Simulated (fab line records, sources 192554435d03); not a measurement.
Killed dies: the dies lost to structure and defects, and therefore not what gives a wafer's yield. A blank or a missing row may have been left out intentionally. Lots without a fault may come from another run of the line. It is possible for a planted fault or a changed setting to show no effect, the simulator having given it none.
Matching of chambers ; flow n5Finfet ; rieSi-05 running N5_FIN_SAQP_MANDREL2_REMOVE_60: 4 sister chambers
The step chemistry HBr/Cl2/O2, target a-Si, stops on SiNx, bt time 10 s. 14 wafers are shown with their chamber, then 7 later ones without.

== WAFERS, EACH WITH ITS CHAMBER ==
wafer;chamber;drypumpMotorCurrentA (A);oesProductAu (a.u.)
L074.1;0;5.56;1.019
L074.4;1;4.81;0.980
L074.6;3;5.46;0.987
L079.1;1;4.80;0.973
L079.2;0;5.57;1.015
L079.4;3;5.47;0.983
L084.1;2;5.75;0.965
L084.2;3;5.45;0.989
L084.3;0;5.57;1.008
L085.2;0;5.55;0.999
L085.3;1;4.79;0.978
L085.6;3;5.43;0.978
L087.1;1;4.83;0.982
L087.2;2;5.74;0.988

SIGNATURES (means of the wafers above)
reading;chamber 0;chamber 1;chamber 2;chamber 3;scatter within a chamber
drypumpMotorCurrentA;5.5625;4.8075;5.7450;5.4525;0.0144
oesProductAu;1.01025;0.97825;0.97650;0.98425;0.00782
Rule: a wafer lies at a distance from a chamber equal to the root of the sum of squares, over the readings, of (its reading less the chamber's mean, divided by the reading's scatter). The wafer belongs to the nearest chamber; if the next one is less than 2 further off, it can't be placed. The scatter: take each reading less its chamber's mean, square it, sum over the shown wafers, divide by the number of wafers less the number of chambers, and take the root.

== WAFERS MISSING THEIR CHAMBER ==
wafer;drypumpMotorCurrentA (A);oesProductAu (a.u.)
L087.5;5.59;1.014
L088.3;5.75;0.975
L088.4;5.45;0.989
L088.6;5.45;0.989
L091.1;4.80;0.980
L091.4;5.43;0.994
L091.5;5.57;1.007

== CHAMBER TAKEN BY EACH ==
wafer;from the rows above;in truth
L087.5;0;0
L088.3;2;2
L088.4;3;3
L088.6;3;3
L091.1;1;1
L091.4;3;3
L091.5;0;0
7 of 7 placed correctly. Number that these rows cannot place: 0. Number placed wrongly: 0.
